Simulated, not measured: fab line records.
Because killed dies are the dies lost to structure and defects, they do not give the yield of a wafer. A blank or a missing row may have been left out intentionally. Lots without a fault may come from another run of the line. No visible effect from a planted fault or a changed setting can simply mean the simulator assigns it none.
One fault seen from 2 desks    flow nandHarc    only its own numbers are on each desk; what lay behind them is given at the end

== AT THE METROLOGY DESK ==
Lot by lot, what the gauges showed, no matter which tool ran the lot: averages of those sampled wafers that carry a number. A lot is out of limits, marked OUT, if its mean lies more than 4 standard deviations from the usual mean; the brackets give that distance.
Columns: A = cdNm at NHARC_A_M1_CD_MEAS_09, usual 119.7 nm
lot   first seen here  A
L312  day 18 02:29     120.2
L316  day 18 04:07     119.8
L313  day 18 04:44     119.7
L315  day 19 00:08     122.5 (+6.2) OUT
L317  day 19 01:13     119.3
L318  day 19 13:31     120.1
L321  day 20 11:50     121.8 (+4.6) OUT
L329  day 22 12:52     120.1
L333  day 22 14:50     119.4
L327  day 23 01:12     118.9
This desk's verdict: out of limits on L315, L321, starting with L315 at day 19 00:08 (cdNm at NHARC_A_M1_CD_MEAS_09). L312, L316, L313, L317, L318, L329, L333, L327: within limits.

== DESK OF THE TOOL OWNER: arfiScanner-01 ==
The tool's own readings at NHARC_A_M1_EXPOSE_06 (exposes mask A M1, target cd 120 nm): means of the sampled wafers that have a number, for each lot that ran on this tool. A lot is out of limits, marked OUT, if its mean lies more than 4 standard deviations from the usual mean; the brackets give that distance.
Columns: A = exposureDoseMJCm2 at NHARC_A_M1_EXPOSE_06, usual 75.10; B = focusOffsetNm at NHARC_A_M1_EXPOSE_06, usual 0.1 nm
lot   first seen here  A                B
L312  day 18 02:20     75.16            0.4
L316  day 18 03:58     75.10            0.1
L313  day 18 04:35     75.14            -0.1
L315  day 19 00:00     78.26 (+42) OUT  0.2
L321  day 20 11:42     77.65 (+34) OUT  -0.5
This desk's verdict: out of limits on L315, L321, starting with L315 at day 19 00:00 (exposureDoseMJCm2 at NHARC_A_M1_EXPOSE_06). L312, L316, L313: within limits.

== PUT TOGETHER ==
An alarm could have come from the tool owner's desk at day 19 00:00, on L315, L321.
On L315, L321, the metrology desk was in a position to raise an alarm at day 19 00:08.
All the named lots went through NHARC_A_M1_EXPOSE_06 on arfiScanner-01.

== WHAT THE SIMULATOR HAD INSERTED ==
Process parameter drift: arfiScanner-01, from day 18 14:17 on, at NHARC_A_M1_EXPOSE_06. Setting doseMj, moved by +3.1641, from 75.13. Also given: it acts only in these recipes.
Lots struck among those shown: L315, L321.
Time in hours from fault onset to the first out-of-limits reading at each desk: tool owner's desk 10, metrology desk 10.
